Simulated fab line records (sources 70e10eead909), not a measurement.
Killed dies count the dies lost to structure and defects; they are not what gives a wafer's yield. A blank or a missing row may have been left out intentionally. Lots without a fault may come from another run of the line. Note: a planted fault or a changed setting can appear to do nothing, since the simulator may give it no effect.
The tool behind it: which one? | flow nand harc | Sampling: 11 lots, 33 wafers, 3 of 1159 route steps

## WHAT EACH GAUGE READ, for each wafer
NHARC_A_CHANNEL_HOLE_D1_OVL_MEAS_11.
lot  | measured     | on         | overlay x nm (nm)
L075 | day 8 15:46  | overlay-01 | 0.1 -0.1 -0.5
L078 | day 9 04:23  | overlay-02 | 0.6 0.4 -0.1
L080 | day 9 20:49  | overlay-01 | 0.3 0.3 0.5
L082 | day 10 13:03 | overlay-01 | -0.1 0.0 0.0
L083 | day 10 15:01 | overlay-02 | 0.3 0.3 0.5
L086 | day 11 15:21 | overlay-02 | -1.3 -1.0 -1.4
L088 | day 11 21:55 | overlay-01 | -0.9 -0.9 -1.0
L091 | day 12 06:26 | overlay-01 | -1.3 -0.5 -0.7
L094 | day 13 09:23 | overlay-02 | 1.3 0.8 1.3
L096 | day 13 16:19 | overlay-02 | -0.7 -0.9 -0.6
L097 | day 14 11:18 | overlay-01 | -0.1 -0.2 -0.1

## EACH LOT AND THE TOOL THAT RAN IT (in order: tool; ch and the chambers of the sampled wafers; start)
lot  | NHARC_P_BONDPAD_ACTIVATE_29        | NHARC_A_ZERO_WELL_ETCH_19
L075 | rie diel-10 ch 0,2, day 6 17:04    | rie diel-12 ch 0,3, day 6 18:25
L078 | rie diel-10 ch 1,2,3, day 7 09:24  | rie diel-12 ch 0,1,3, day 7 10:54
L080 | rie diel-10 ch 2,3, day 8 02:53    | rie diel-12 ch 2,3, day 8 04:22
L082 | rie diel-13 ch 0,1,2, day 8 16:35  | rie diel-02 ch 1,2,3, day 8 18:04
L083 | rie diel-13 ch 1,2,3, day 9 00:00  | rie diel-02 ch 0,2,3, day 9 01:22
L086 | rie diel-10 ch 0,1,2, day 9 18:41  | rie diel-02 ch 0,1,3, day 9 20:11
L088 | rie diel-10 ch 1,2, day 10 06:46   | rie diel-12 ch 0,2,3, day 10 08:16
L091 | rie diel-10 ch 1,2, day 10 17:22   | rie diel-01 ch 0,2,3, day 10 18:53
L094 | rie diel-10 ch 0,3, day 11 16:07   | rie diel-01 ch 1,2,3, day 11 17:37
L096 | rie diel-13 ch 0,1,2, day 11 19:51 | rie diel-12 ch 1,2, day 11 21:22
L097 | rie diel-10 ch 0,3, day 12 09:22   | rie diel-02 ch 1,3, day 12 10:52
- NHARC_P_BONDPAD_ACTIVATE_29: chemistry N2, time 60 s.
- NHARC_A_ZERO_WELL_ETCH_19: etches the open film in N2/H2, target depth 80 nm, overetch 24 nm, time 87.88 s.

## THE ANSWER, worked out from the rows above alone
Rule: what is usual is taken from the lots themselves. The widest of any qualifying gaps counts: lots, ordered by their means at a reading, are off when they make up no more than a third of the lots, leave a main group of 4 or more, and stand apart from it by 3 or more times the standard deviation of that group's means. A main group is skipped when, at the precision printed for the reading in the tables above, its means are all equal. A lot without any number at a reading at which 4 lots or more have one is off too. Where the step has rows for the other lots, those lots are counted as sound.
No lot is off at any reading shown: from this, nothing can be told.

## WHAT THE SIMULATOR HAD PUT IN
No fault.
